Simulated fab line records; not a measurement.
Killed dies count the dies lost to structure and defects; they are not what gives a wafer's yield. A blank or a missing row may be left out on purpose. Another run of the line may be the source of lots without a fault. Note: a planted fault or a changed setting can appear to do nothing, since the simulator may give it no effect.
A struck lot beside a sound one / flow n5Finfet / 16 out of 1938 route steps
Sound: the wafers L633.1, L633.2, L633.5. Struck: wafer L630.5 (L630.1, L630.6, from the same lot, were not struck and are left out); the cause is given at the end.
Per side, at each step with rows, come the tool, then ch with its chambers, and then its first start. Under that, the readings that differ: sound wafers / struck wafers / difference of the means / sigmas: that difference in standard deviations of wafers without a fault.
alike: a reading whose means differ by less than 2 such deviations, as well as words and numbers matching on both sides. not compared: withheld readings; readings where some wafer has no value; bounds like >300 that might hide an equal value; numbers whose values overlap and for which the record gives no deviation.
A row with sigmas, a row that says differs or no value, or rows on one side alone: a step with any of these is where the two part. Numbers that don't overlap but have no deviation are shown without sigmas and don't part them. A reading that every wafer of one side lacks parts them only if that side has two wafers or more.

first, 4 steps without rows for these wafers: N5_BEOL_M4_HM_STRIP_39 (strips TiN in peroxide tin strip, target depth 25 nm, time 158 s); N5_BEOL_M4_SRD_40 (time 30 s); N5_BEOL_M4_PRECLEAN_42 (cleans in residue remover, time 60 s); N5_BEOL_M4_SRD_43 (time 30 s).
N5_BEOL_M4_CD_MEAS_35: target cd 18 nm, target cd y 22.4 nm.
  sound on cdSem-01 at day 10 22:50; struck on cdSem-01 at day 10 05:10
  alike: cdNm
then, 1 step without rows for these wafers: N5_BEOL_M4_DEGAS_44 (time 60 s).
N5_BEOL_M4_PRE_CLEAN_45: time 30 s.
  sound on pvdSputter-01 at day 10 22:55; struck on pvdSputter-02 at day 10 05:22
  alike: heaterPowerW
N5_BEOL_M4_ALD_84: deposits TaN, pulse time 2 s, purge time 3 s, co reactant purge time 2 s.
  sound on aldMetal-01 ch 0,1, day 10 22:59; struck on aldMetal-03 ch 1, day 10 05:25
  alike: heaterPowerW, mfcCarrierSccm, precursorVesselCarrierSccm
  not compared: sinceWetCleanH
N5_BEOL_M4_SURFACE_TREAT_85:
  sound on pvdSputter-03 at day 10 23:20; struck on pvdSputter-02 at day 10 05:39
  not compared: throttleValvePct
then, 1 step without rows for these wafers: N5_BEOL_M4_CVD_47 (deposits Co from CCTBA/H2, target thk 3 nm, time 223.8 s).
N5_BEOL_M4_SPUTTER_48: material Cu, target thk 4.5 nm, time 8.29 s.
  sound on pvdSputter-03 at day 10 23:33; struck on pvdSputter-01 at day 10 05:56
  alike: chamberPressurePa, throttleValvePct
then, 1 step without rows for these wafers: N5_BEOL_M4_ANNEAL_49 (time 240 s).
N5_BEOL_M4_SPUTTER_79: material Cu, target thk 4.5 nm, time 8.29 s.
  sound on pvdSputter-03 at day 10 23:46; struck on pvdSputter-01 at day 10 06:09
reading=chamberPressurePa (Pa); sound=0.07003 0.07002 0.07004; struck=0.08573; difference=+0.01570; sigmas=+99 or more
reading=throttleValvePct (%); sound=29.7 30.4 28.8; struck=27.5; difference=-2.1; sigmas=-4
N5_BEOL_M4_ANNEAL_80: time 240 s.
  sound on pvdSputter-03 at day 10 23:51; struck on pvdSputter-01 at day 10 06:14
  alike: heaterPowerW
N5_BEOL_M4_RC_MEAS_101:
  sound on prober-02 ch 0, day 11 02:24; struck on prober-02 ch 0, day 10 09:10
reading=SS_P (mV/dec); sound=73.7 73.7 72.4; struck=74.5; difference=+1.2; sigmas=+2
  alike: DIBL_N, DIBL_P, IOFF_N, IOFF_P, ION_N, ION_P, SS_N, VT_N, VT_P
following that, these wafers have no rows for 1 step: N5_PASSIVATION_PROBE_49.

WHERE THEY PART
Earliest at N5_BEOL_M4_SPUTTER_79; latest, in this record, at N5_BEOL_M4_RC_MEAS_101.

WHY: whatever the simulator had introduced
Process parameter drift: pvdSputter-01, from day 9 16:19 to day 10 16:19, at N5_BEOL_M4_SPUTTER_79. Setting chamberPressurePa, moved by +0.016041, from 0.07. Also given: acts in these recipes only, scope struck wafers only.
